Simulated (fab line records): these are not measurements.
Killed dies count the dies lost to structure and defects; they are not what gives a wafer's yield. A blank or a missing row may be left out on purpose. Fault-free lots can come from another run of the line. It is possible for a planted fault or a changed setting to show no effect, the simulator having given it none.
fab line records	flow n5_finfet
[record] lots = 6	wafers = 18	last_day = 18
route steps=1938 shown BEOL_M4@1087 PASSIVATION@1936
lots that met no fault: from a run of the same line without faults
start_h: hours from the record's first day to the start of the lot's first wafer shown	wait_h: hours from the lot's prior step to this one	" same as the row above	L1.1+2: a row that stands for several wafers	- value missing, or start not given	* or withheld: withheld	< > ~ a bound
route shown NAME@n: NAME is a module with steps in the file, n the number in the route of the first one	usual: mean and standard deviation over wafers with no fault	same: alike in all rows	chamber/n: place in a boat	sites: per-site readings	_std_site: how widely they spread, as a standard deviation	_edge_site: the outer-site mean with the inner-site mean subtracted	radius_mm: how far each site lies from the wafer's centre	mask NAME#n: copy n	behind: the last tool/chamber to shape the wafer	hold: the reason the lot was held/the length of the hold in hours/how it ended	device: names the non-switching transistor (n, p or np)	end of line: the route-end tests of the same wafers	a step with no rows: only its recipe	killed: dies lost to structure and defects at the first sort, not the wafer's yield	map: dies across one wafer; x = killed, . = not, _ = none there
set.NAME: the setting as run; set.NAME@STEP: as run at that earlier step	model.NAME: the simulator's own value behind a step, which no gauge read
lots at some steps of the route; a table a step, a row a wafer
[[steps]]
[step N5_BEOL_M4_ANNEAL_80]
[recipe] temp_c = 400	time_s = 240	ambient = vacuum
[step N5_BEOL_M4_SPUTTER_81]
[recipe] material = Cu	target_thk_a = 45	temp_c = -20	chamber_pressure_pa = 0.07	power_w = withheld	time_s = 8.29
[step N5_BEOL_M4_ANNEAL_82]
[recipe] temp_c = 400	time_s = 240	ambient = vacuum
[step N5_BEOL_M4_SPUTTER_86]
[recipe] material = Cu	target_thk_a = 45	temp_c = -20	chamber_pressure_pa = 0.07	power_w = withheld	time_s = 8.29
[step N5_BEOL_M4_ANNEAL_87]
[recipe] temp_c = 400	time_s = 240	ambient = vacuum
[usual] heater_power_w = 861/91	susceptor_temp_C = 400.01/0.21	susceptor_temp_C_max = 401.0/0.39
lot.wafer	tool	chamber	start_h	wait_h	heater_power_w	susceptor_temp_C	susceptor_temp_C_max
L359.1	pvd_sputter-01	-	164.94	0.0	910	400.32	401.3
L359.3	"	-	"	"	819	399.99	401.4
L359.6	"	-	"	"	901	400.07	400.7
L365.4	pvd_sputter-01	-	209.30	0.0	731	400.15	401.7
L365.5	"	-	"	"	902	399.99	401.2
L365.6	"	-	"	"	703	400.03	401.3
L372.3	pvd_sputter-01	-	242.66	0.0	880	400.26	401.7
L372.4	"	-	"	"	742	399.62	400.9
L372.6	"	-	"	"	730	400.01	401.2
L371.1	pvd_sputter-02	-	245.59	0.0	769	400.09	401.2
L371.3	"	-	"	"	890	399.91	400.9
L371.5	"	-	"	"	922	399.83	400.8
L373.2	pvd_sputter-03	-	248.78	0.0	800	400.39	401.4
L373.3	"	-	"	"	1000	399.94	400.6
L373.4	"	-	"	"	872	399.74	401.0
L381.2	pvd_sputter-02	-	303.07	0.0	782	400.53	401.3
L381.3	"	-	"	"	902	400.52	401.3
L381.6	"	-	"	"	767	400.01	401.0
[step N5_BEOL_M4_SPUTTER_88]
[recipe] material = Cu	target_thk_a = 45	temp_c = -20	chamber_pressure_pa = 0.07	power_w = withheld	time_s = 8.29
[usual] throttle_valve_pct = 30.2/1.3
lot.wafer	tool	chamber	start_h	wait_h	throttle_valve_pct
L359.1	pvd_sputter-01	-	165.08	0.1	30.0
L359.3	"	-	"	"	31.3
L359.6	"	-	"	"	29.9
L365.4	pvd_sputter-01	-	209.44	0.1	29.4
L365.5	"	-	"	"	29.9
L365.6	"	-	"	"	31.2
L372.3	pvd_sputter-01	-	242.80	0.1	31.6
L372.4	"	-	"	"	29.2
L372.6	"	-	"	"	28.8
L371.1	pvd_sputter-02	-	245.73	0.1	31.0
L371.3	"	-	"	"	29.8
L371.5	"	-	"	"	30.0
L373.2	pvd_sputter-03	-	248.92	0.1	30.3
L373.3	"	-	"	"	32.1
L373.4	"	-	"	"	29.9
L381.2	pvd_sputter-02	-	303.21	0.1	30.8
L381.3	"	-	"	"	29.8
L381.6	"	-	"	"	31.1
[step N5_BEOL_M4_ANNEAL_89]
[recipe] temp_c = 400	time_s = 240	ambient = vacuum
[usual] heater_power_w = 860/87	susceptor_temp_C = 399.98/0.23	susceptor_temp_C_max = 400.9/0.37
lot.wafer	tool	chamber	start_h	wait_h	heater_power_w	susceptor_temp_C	susceptor_temp_C_max
L359.1	pvd_sputter-01	-	165.16	0.0	937	399.86	400.7
L359.3	"	-	"	"	809	399.79	401.1
L359.6	"	-	"	"	921	400.05	401.0
L365.4	pvd_sputter-01	-	209.52	0.0	738	399.65	401.1
L365.5	"	-	"	"	924	400.37	401.1
L365.6	"	-	"	"	720	399.88	401.2
L372.3	pvd_sputter-01	-	242.88	0.0	844	400.10	401.2
L372.4	"	-	"	"	743	400.02	401.6
L372.6	"	-	"	"	745	399.83	401.3
L371.1	pvd_sputter-02	-	245.81	0.0	782	400.14	401.0
L371.3	"	-	"	"	904	399.73	400.5
L371.5	"	-	"	"	916	399.43	400.4
L373.2	pvd_sputter-03	-	249.00	0.0	826	400.13	401.1
L373.3	"	-	"	"	1030	399.65	400.7
L373.4	"	-	"	"	865	399.86	401.2
L381.2	pvd_sputter-02	-	303.29	0.0	779	400.02	401.1
L381.3	"	-	"	"	875	400.22	401.0
L381.6	"	-	"	"	776	399.72	401.0
[step N5_BEOL_M4_SPUTTER_90]
[recipe] material = Cu	target_thk_a = 45	temp_c = -20	chamber_pressure_pa = 0.07	power_w = withheld	time_s = 8.29
[step N5_BEOL_M4_ANNEAL_91]
[recipe] temp_c = 400	time_s = 240	ambient = vacuum
[step N5_BEOL_M4_SPUTTER_92]
[recipe] material = Cu	target_thk_a = 45	temp_c = -20	chamber_pressure_pa = 0.07	power_w = withheld	time_s = 8.29
[usual] throttle_valve_pct = 30.1/1.3
lot.wafer	tool	chamber	start_h	wait_h	throttle_valve_pct
L359.1	pvd_sputter-01	-	165.52	0.1	29.8
L359.3	"	-	"	"	31.4
L359.6	"	-	"	"	30.0
L365.4	pvd_sputter-01	-	209.88	0.1	29.2
L365.5	"	-	"	"	29.7
L365.6	"	-	"	"	31.1
L372.3	pvd_sputter-01	-	243.24	0.1	31.4
L372.4	"	-	"	"	29.0
L372.6	"	-	"	"	29.5
L371.1	pvd_sputter-02	-	246.17	0.1	31.0
L371.3	"	-	"	"	29.9
L371.5	"	-	"	"	29.9
L373.2	pvd_sputter-03	-	249.36	0.1	30.5
L373.3	"	-	"	"	32.4
L373.4	"	-	"	"	29.6
L381.2	pvd_sputter-02	-	303.65	0.1	31.0
L381.3	"	-	"	"	30.0
L381.6	"	-	"	"	31.2
[step N5_BEOL_M4_ANNEAL_93]
[recipe] temp_c = 400	time_s = 240	ambient = vacuum
[step N5_BEOL_M4_SPUTTER_94]
[recipe] material = Cu	target_thk_a = 45	temp_c = -20	chamber_pressure_pa = 0.07	power_w = withheld	time_s = 8.29
[step N5_BEOL_M4_ANNEAL_95]
[recipe] temp_c = 400	time_s = 240	ambient = vacuum
[usual] heater_power_w = 861/89	susceptor_temp_C = 400.00/0.22	susceptor_temp_C_max = 401.0/0.39
lot.wafer	tool	chamber	start_h	wait_h	heater_power_w	susceptor_temp_C	susceptor_temp_C_max
L359.1	pvd_sputter-01	-	165.82	0.0	914	399.51	400.6
L359.3	"	-	"	"	824	399.89	400.8
L359.6	"	-	"	"	898	399.68	400.5
L365.4	pvd_sputter-01	-	210.18	0.0	744	400.07	401.1
L365.5	"	-	"	"	901	400.16	401.1
L365.6	"	-	"	"	703	400.04	401.0
L372.3	pvd_sputter-01	-	243.54	0.0	-	-	-
L372.4	"	-	"	"	-	-	-
L372.6	"	-	"	"	-	-	-
L371.1	pvd_sputter-02	-	246.47	0.0	-	-	-
L371.3	"	-	"	"	-	-	-
L371.5	"	-	"	"	-	-	-
L373.2	pvd_sputter-03	-	249.66	0.0	812	399.77	400.8
L373.3	"	-	"	"	1037	399.61	400.5
L373.4	"	-	"	"	860	399.48	400.9
L381.2	pvd_sputter-02	-	303.95	0.0	768	400.19	401.3
L381.3	"	-	"	"	915	400.01	400.8
L381.6	"	-	"	"	772	400.07	401.0
[step N5_BEOL_M4_SPUTTER_96]
[recipe] material = Cu	target_thk_a = 45	temp_c = -20	chamber_pressure_pa = 0.07	power_w = withheld	time_s = 8.29
[usual] throttle_valve_pct = 30.2/1.3
lot.wafer	tool	chamber	start_h	wait_h	throttle_valve_pct
L359.1	pvd_sputter-01	-	165.96	0.1	30.0
L359.3	"	-	"	"	31.3
L359.6	"	-	"	"	30.2
L365.4	pvd_sputter-01	-	210.32	0.1	29.2
L365.5	"	-	"	"	29.9
L365.6	"	-	"	"	31.3
L372.3	pvd_sputter-01	-	243.68	0.1	31.2
L372.4	"	-	"	"	29.3
L372.6	"	-	"	"	28.9
L371.1	pvd_sputter-02	-	246.61	0.1	31.0
L371.3	"	-	"	"	29.9
L371.5	"	-	"	"	30.3
L373.2	pvd_sputter-03	-	249.80	0.1	30.3
L373.3	"	-	"	"	32.1
L373.4	"	-	"	"	29.8
L381.2	pvd_sputter-02	-	304.09	0.1	31.3
L381.3	"	-	"	"	30.0
L381.6	"	-	"	"	31.3
[step N5_BEOL_M4_RC_MEAS_101]
[usual] DIBL_N = 36.2/1.7	DIBL_P = 36.2/2.2	IOFF_N = 0.16/0.035	IOFF_P = 0.21/0.042	ION_N = 673/13	ION_P = 462/7.9	SS_N = 71.4/0.59	SS_P = 73.2/0.7	VT_N = 250/3.6	VT_P = -251/3.5
lot.wafer	tool	chamber	start_h	wait_h	DIBL_N[mV/V]	DIBL_P[mV/V]	IOFF_N[nA/um]	IOFF_P[nA/um]	ION_N[uA/um]	ION_P[uA/um]	SS_N[mV/dec]	SS_P[mV/dec]	VT_N[mV]	VT_P[mV]
L359.1	prober-01	0	167.06	0.0	37.0	38.0	0.16	0.21	678	460	72.1	73.3	249	-251
L359.3	"	0	"	"	36.5	37.9	0.16	0.22	684	464	71.8	73.3	245	-250
L359.6	"	0	"	"	37.1	38.4	0.18	0.22	682	462	71.1	72.3	248	-251
L365.4	prober-02	0	211.93	0.5	36.2	35.2	0.16	0.20	682	466	71.2	73.1	248	-249
L365.5	"	0	"	"	37.7	38.3	0.19	0.25	683	469	72.1	73.5	248	-248
L365.6	"	0	"	"	38.4	38.7	0.21	0.27	691	475	71.8	74.0	246	-247
L372.3	prober-01	0	245.22	0.3	35.2	36.0	0.14	0.21	666	472	71.5	72.7	253	-250
L372.4	"	0	"	"	35.0	37.0	0.14	0.23	663	470	71.2	73.3	250	-245
L372.6	"	0	"	"	36.5	37.8	0.15	0.24	677	471	71.5	73.4	250	-246
L371.1	prober-02	0	247.81	0.0	35.6	34.2	0.13	0.17	675	455	71.1	72.4	252	-256
L371.3	"	0	"	"	33.0	31.8	0.10	0.14	662	457	69.9	72.5	256	-256
L371.5	"	0	"	"	34.5	32.8	0.12	0.15	661	453	70.9	72.1	255	-257
L373.2	prober-02	0	251.06	0.2	37.3	37.9	0.20	0.26	697	474	72.0	73.6	247	-246
L373.3	"	0	"	"	36.7	37.5	0.18	0.25	681	470	71.7	74.1	248	-248
L373.4	"	0	"	"	35.9	34.7	0.16	0.20	682	472	72.6	72.5	252	-252
L381.2	prober-01	0	305.94	0.2	34.3	34.9	0.13	0.15	668	447	70.6	72.8	256	-258
L381.3	"	0	"	"	37.6	38.2	0.20	0.19	685	456	72.2	74.1	248	-254
L381.6	"	0	"	"	36.9	38.7	0.19	0.20	686	454	72.1	73.7	247	-256
[step N5_PASSIVATION_PROBE_49]
[usual] defect_limited_yield = 91.4/1.4	killed_at_M0_to_M3 = 31/10	killed_at_M4_up = 14/5.6	killed_at_contacts = 13/6.3	killed_at_front_end = 39/10	killed_at_other = 4/3.1	killed_dies = 101/16	killed_open = 65/13	killed_short = 34/7.2	sort_bin_5_function = 5.1/0.88	sort_bin_6_memory = 3.2/0.66	sort_n_pass = 1079/16	sort_yield_pct = 91.4/1.4
[same] gross_dies = 1180	killed_at_back_side = 0	sort_bin_4_leakage[%] = 0	sort_bin_8_speed[%] = 0
lot.wafer	tool	chamber	start_h	wait_h	defect_limited_yield[%]	killed_at_M0_to_M3	killed_at_M4_up	killed_at_contacts	killed_at_front_end	killed_at_other	killed_dies	killed_open	killed_short	sort_bin_5_function[%]	sort_bin_6_memory[%]	sort_n_pass	sort_yield_pct[%]
L372.3	prober-02	-	351.11	0.1	92.1	20	14	15	43	1	93	60	32	4.7	2.7	1087	92.1
L372.4	prober-02	-	351.16	0.2	91.4	26	17	9	48	2	102	62	33	5.0	3.1	1078	91.4
L372.6	prober-02	-	351.26	0.3	91.9	29	20	13	26	8	96	71	24	5.0	3.1	1084	91.9
// killed by level:class
L372.3 MOL_CONTACT_COAG:geometric_particle:open=12 FIN_SAQP:geometric_particle:short=11 BEOL_M1:geometric_particle:open=7 STI_FIN_REVEAL:geometric_particle:open=6 BEOL_M4:geometric_particle:open=6 STARTING-WAFER:geometric_particle:open=6 STARTING-WAFER:geometric_particle:short=5 FIN_SAQP:geometric_particle:open=4
L372.4 FIN_SAQP:geometric_particle:short=15 FIN_SAQP:geometric_particle:open=9 MOL_CONTACT_COAG:geometric_particle:open=7 GATE_CUT:geometric_particle:open=6 GATE_CUT:geometric_particle:short=6 BEOL_M3:geometric_particle:open=6 BEOL_M1:geometric_particle:open=4 BEOL_M2:geometric_particle:open=4
L372.6 MOL_CONTACT_COAG:geometric_particle:open=12 STI_FIN_REVEAL:geometric_particle:open=11 BEOL_M0_SAQP:geometric_particle:short=10 BEOL_M2:geometric_particle:open=9 BEOL_M0_SAQP:geometric_particle:open=7 BEOL_M4:geometric_particle:open=7 BEOL_M5:geometric_particle:open=6 FIN_SAQP:geometric_particle:short=4
[[key]]
[first_sign] step = N5_BEOL_M4_ANNEAL_95	reading = tool_record	direction = missing
effect none on later readings
met_at N5_BEOL_M4_ANNEAL_95
struck_wafers L371.1,L371.3,L371.5,L372.3,L372.4,L372.6
onset_between 210.18 243.54
[fault] kind = skipped_step_whole	tool = pvd_sputter-01,pvd_sputter-02	chamber = -	onset_h = 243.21	steps = N5_BEOL_M4_ANNEAL_95	scope = struck_lots_only
